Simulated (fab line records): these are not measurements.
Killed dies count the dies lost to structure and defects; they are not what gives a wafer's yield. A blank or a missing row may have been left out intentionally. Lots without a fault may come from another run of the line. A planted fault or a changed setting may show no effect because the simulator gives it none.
8D (eight disciplines) problem report, filled in by code + flow n5-finfet + the parts of the form that need people (team, actions taken, sign-off) are left out

1. WHAT WENT WRONG
killed-at-other at N5_PASSIVATION_PROBE_49 reads a mean of 1092.5 on 2 wafers of 2 lots; wafers without a fault read 3.4 with a standard deviation of 2.6. So: +99 or more standard deviations from the usual mean.
First seen on wafer L844.3, day 17 04:56, on prober-02. Wafers with a number at this step in the record: 12, from 4 lots. The rule behind "out" and "out of limits": a value lying over 4 standard deviations away from the usual mean. All remaining wafers that have a number are taken as sound.

2. WHAT IT IS AND WHAT IT IS NOT
| question                    | is                                                                                                                  | is not                                                                                                                                       |
|-----------------------------|---------------------------------------------------------------------------------------------------------------------|----------------------------------------------------------------------------------------------------------------------------------------------|
| which readings at this step | killed-at-other, defect-limited-yield, killed-dies, killed-on-rim, sort_bin_5_function, sort-n-pass, sort-yield-pct | killed_at_M0_to_M3, killed_at_M4_up, killed-at-contacts, killed-at-front-end, killed-open, killed-short, sort_bin_6_memory, sort_bin_8_speed |
| which lots                  | L844, L845                                                                                                          | L831, L836                                                                                                                                   |
| which wafers of those lots  | L844.3, L845.5                                                                                                      | L844.2, L844.4, L845.1, L845.3                                                                                                               |
| read on which tools         | prober-01, prober-02                                                                                                | -                                                                                                                                            |
| when                        | from day 17 04:56                                                                                                   | up to then (7 sound wafers); but 3 sound wafers of L844, L845 came after                                                                     |

3. THE SUSPECTS, EACH WITH WHAT RULES IT OUT
Counting: a tool at a process step up to the reading stays a suspect if it ran every lot that is out. Sound lots after the first of them don't rule it out here, since some wafers of a struck lot are sound.
- rie-metal-03 at N5_PASSIVATION_ETCH_59 (etches TaN in Cl2/BCl3, target depth 65 nm, time 34.9 s): kept. Ran every lot that is out, first one L844 (day 17 00:23); last sound lot up to then L836 (day 13 11:54).
- rie-diel-03 at N5_PASSIVATION_PASS_ETCH_47 (etches SiNx in CF4/O2, target depth 770 nm, time 385 s): kept. Ran every lot that is out, first one L844 (day 17 01:49); last sound lot up to then L836 (day 13 13:20).
- The sound lot-mates ran in chamber 0 of rie-metal-03 at N5_PASSIVATION_ETCH_59, but the wafers that are out ran in chamber 1.
What counting leaves: rie-metal-03 at N5_PASSIVATION_ETCH_59 and rie-diel-03 at N5_PASSIVATION_PASS_ETCH_47.

4. THE CAUSE (what the simulator had put in)
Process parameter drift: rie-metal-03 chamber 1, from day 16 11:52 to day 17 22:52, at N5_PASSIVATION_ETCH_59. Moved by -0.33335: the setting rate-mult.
Counting leaves 2 suspects; this tool is one of them.

5. THE EFFECT CHAIN, in route order
Each row: a reading whose mean over the struck wafers that have a number lies more than 3 standard deviations from the usual. Only readings for which the record gives a usual standard deviation are gone through. hours: the time from each lot's start at the first step in this table that gives one to its start at this step, as a median over the lots. sigmas: the change in usual standard deviations.
| hours | step                    | reading              | usual  | on struck wafers | change  | sigmas      |
|-------|-------------------------|----------------------|--------|------------------|---------|-------------|
| 0     | N5_PASSIVATION_PROBE_49 | defect-limited-yield | 91.3 % | 0.0              | -91.3   | -65         |
| 0     | N5_PASSIVATION_PROBE_49 | killed-at-other      | 3.4    | 1092.5           | +1089.1 | +99 or more |
| 0     | N5_PASSIVATION_PROBE_49 | killed-dies          | 102    | 1180             | +1078   | +63         |
| 0     | N5_PASSIVATION_PROBE_49 | killed-on-rim        | 13     | 152              | +139    | +34         |
| 0     | N5_PASSIVATION_PROBE_49 | sort_bin_5_function  | 5.1 %  | 96.3             | +91.2   | +99 or more |
| 0     | N5_PASSIVATION_PROBE_49 | sort-n-pass          | 1078   | 0                | -1078   | -63         |
| 0     | N5_PASSIVATION_PROBE_49 | sort-yield-pct       | 91.3 % | 0.0              | -91.3   | -65         |
The process steps in it:
- N5_PASSIVATION_PROBE_49

6. HOW IT WOULD HAVE BEEN CAUGHT EARLIER
In this record no reading fell out of limits until day 17 04:56, 17 hours after the fault had begun at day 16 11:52.
Of the tool readings at N5_PASSIVATION_ETCH_59 for which the record gives a usual standard deviation, none was out on any struck wafer, so an alarm limit of 4 standard deviations on them would not have fired.
By day 17 04:56, every lot that is out (2) had started N5_PASSIVATION_ETCH_59 on rie-metal-03. None of them would have been spared by holding the tool at that moment.
